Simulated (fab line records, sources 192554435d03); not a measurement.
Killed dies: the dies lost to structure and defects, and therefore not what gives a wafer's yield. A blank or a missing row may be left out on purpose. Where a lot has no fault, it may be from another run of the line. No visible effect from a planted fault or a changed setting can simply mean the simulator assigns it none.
Matching of chambers / flow n5 finfet / N5_STI_FIN_REVEAL_ALD_00 on ald sin-02 has 4 sister chambers
The step deposits SiO2, target thk 1 nm, pulse time 1 s. 4 wafers are shown with their chamber, then 12 later ones without.

WAFERS, EACH WITH ITS CHAMBER
wafer=L087.4; chamber=0; heater power w (W)=450
wafer=L088.2; chamber=1; heater power w (W)=466
wafer=L088.5; chamber=2; heater power w (W)=452
wafer=L088.6; chamber=3; heater power w (W)=443

WAFERS MISSING THEIR CHAMBER
wafer=L092.1; heater power w (W)=458
wafer=L092.2; heater power w (W)=441
wafer=L092.3; heater power w (W)=443
wafer=L092.4; heater power w (W)=440
wafer=L092.5; heater power w (W)=433
wafer=L092.6; heater power w (W)=448
wafer=L093.1; heater power w (W)=461
wafer=L093.4; heater power w (W)=440
wafer=L093.5; heater power w (W)=451
wafer=L097.3; heater power w (W)=445
wafer=L097.4; heater power w (W)=467
wafer=L097.5; heater power w (W)=427

THE CHAMBER EACH PASSED THROUGH
wafer=L092.1; from the rows above=can't be placed: 2 or 0 or 1 or 3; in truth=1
wafer=L092.2; from the rows above=can't be placed: 3 or 0 or 2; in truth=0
wafer=L092.3; from the rows above=can't be placed: 3 or 0 or 2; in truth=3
wafer=L092.4; from the rows above=can't be placed: 3 or 0 or 2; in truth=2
wafer=L092.5; from the rows above=can't be placed: 3 or 0 or 2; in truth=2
wafer=L092.6; from the rows above=can't be placed: 0 or 2 or 3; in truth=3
wafer=L093.1; from the rows above=can't be placed: 1 or 2 or 0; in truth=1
wafer=L093.4; from the rows above=can't be placed: 3 or 0 or 2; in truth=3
wafer=L093.5; from the rows above=can't be placed: 0 or 2 or 3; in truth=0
wafer=L097.3; from the rows above=can't be placed: 3 or 0 or 2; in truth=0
wafer=L097.4; from the rows above=1; in truth=1
wafer=L097.5; from the rows above=can't be placed: 3 or 0 or 2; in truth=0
Correct placement for 1 of the 12. Can't be placed from these rows: 11 (the true chamber is among the candidates in 11). 0 placed wrongly.
How it was worked out, from the rows above alone: a wafer's distance from a chamber is the root of the sum, over the readings, of the square of ((its reading less the chamber's mean) divided by the reading's scatter). If the next closest chamber is less than 2 further off than the closest, the wafer can't be placed; otherwise it belongs to the closest. The mean given for a chamber averages the wafers shown for that chamber. The scatter (one wafer shown for each chamber): square how far every hidden wafer sits from the nearest shown wafer, average those squares and take the square root.
